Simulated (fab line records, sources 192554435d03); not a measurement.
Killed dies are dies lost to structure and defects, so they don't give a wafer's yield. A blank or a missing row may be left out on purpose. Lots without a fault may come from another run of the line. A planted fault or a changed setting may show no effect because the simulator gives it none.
Split-lot experiment | flow n5_finfet | 7 lots, 21 wafers read, on a route of 1938 steps

THE SPLIT
At N5_FIN_SAQP_FIN_ETCH_36 (etches the open film in HBr/Cl2/O2, target depth 120 nm, time 50.4 s), the setting icp_w was moved away from the recipe's 800 W on 6 of the 21 wafers read, by +5.4% to +13.1%. The other wafers ran this setting at the recipe's value.

The reading is taken at the split's own step.

THE READING
etch.depth_nm (the simulator's own value, which no gauge read), in nm, at N5_FIN_SAQP_FIN_ETCH_36 (etches the open film in HBr/Cl2/O2, target depth 120 nm, time 50.4 s). The file gives no usual value for it. The 15 wafers here that ran the recipe average 120.4 nm, standard deviation 1.1 nm.

wafer  | tool, chamber at the split | icp_w as run, W | against the recipe | etch.depth_nm, nm | against lot-mates on the recipe
L074.2 | rie_si-06, 0               | 800             | recipe             | 122.2             | -
L074.3 | rie_si-06, 2               | 800             | recipe             | 120.9             | -
L074.4 | rie_si-06, 1               | 800             | recipe             | 121.4             | -
L077.3 | rie_si-06, 2               | 800             | recipe             | 120.2             | -
L077.4 | rie_si-06, 3               | 800             | recipe             | 121.2             | -
L077.6 | rie_si-06, 1               | 800             | recipe             | 120.7             | -
L080.1 | rie_si-05, 3               | 800             | recipe             | 120               | -
L080.3 | rie_si-05, 2               | 800             | recipe             | 122.2             | -
L080.5 | rie_si-05, 2               | 800             | recipe             | 121.8             | -
L082.1 | rie_si-04, 3               | 843.3           | +5.4%              | 123.7             | +3.8
L082.2 | rie_si-04, 2               | 843.3           | +5.4%              | 123               | +3.1
L082.3 | rie_si-04, 1               | 800             | recipe             | 119.9             | -
L087.2 | rie_si-06, 0               | 905             | +13.1%             | 129.3             | no lot-mate on the recipe
L087.5 | rie_si-06, 2               | 905             | +13.1%             | 128.1             | no lot-mate on the recipe
L087.6 | rie_si-06, 3               | 905             | +13.1%             | 128               | no lot-mate on the recipe
L095.2 | rie_si-05, 3               | 800             | recipe             | 119.3             | -
L095.4 | rie_si-05, 1               | 800             | recipe             | 119.7             | -
L095.5 | rie_si-05, 1               | 800             | recipe             | 119.1             | -
L096.2 | rie_si-04, 1               | 869.6           | +8.7%              | 122.9             | +4.0
L096.4 | rie_si-04, 3               | 800             | recipe             | 119.6             | -
L096.6 | rie_si-04, 1               | 800             | recipe             | 118.3             | -

THE FIT
A straight line over all 21 wafers: etch.depth_nm changes by +0.573 nm for each +1% of icp_w; r = +0.92; the points scatter about the line by 1.2 nm.
The same after taking each lot's own level away (the mean of its wafers on the recipe; 18 wafers): +0.53 nm for each +1%; r = +0.91; scatter 0.64 nm.
On that fit, the largest move of icp_w shifts the reading by 7 nm.
The lots' own levels span 118.95 to 121.50 nm, that is 2.2 times the standard deviation above.
So the lot-to-lot level changes the slope little: the two slopes agree.
Check: with one of the wafers moved furthest among these (+8.7%) left out of the fit, the line predicts +5.55 nm for it against its lot-mates. It came out at +3.95 nm against them.

OTHER SPLITS ON THESE WAFERS
These wafers also went through other splits before the reading. Each is held against what the fit with the lots' levels taken away leaves over:
other split on the same wafers        | wafers away from the commonest value | r with etch.depth_nm (lot level and that fit taken away)
N5_WELL_APT_PEB_06 peb_time_s         | 6                                    | +0.00
N5_WELL_APT_DEVELOP_07 develop_time_s | 6                                    | +0.36
N5_WELL_APT_COAT_19 spin_rpm          | 6                                    | +0.01
N5_WELL_APT_PEB_23 peb_temp_c         | 5                                    | +0.31
N5_FIN_SAQP_PECVD_06 time_s           | 9                                    | +0.19
N5_FIN_SAQP_EXPOSE_13 dose_mj         | 8                                    | +0.42

THE WHOLE CHAIN: every reading that the file lists as answering this split, in the file's order
step                    | what it does                                                         | reading                                                                    | change (the file's fit)               | r (the file's)
N5_FIN_SAQP_FIN_ETCH_36 | etches the open film in HBr/Cl2/O2, target depth 120 nm, time 50.4 s | FIN_SAQP.feature_depth_nm (the simulator's own value, which no gauge read) | +0.525 nm for each +1% of the setting | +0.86
N5_FIN_SAQP_FIN_ETCH_36 | etches the open film in HBr/Cl2/O2, target depth 120 nm, time 50.4 s | etch.depth_nm (the simulator's own value, which no gauge read)             | +0.51 nm for each +1% of the setting  | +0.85

THE FILE'S OWN FIT
etch.depth_nm changes by +0.51 nm for each +1% of icp_w, r = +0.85.
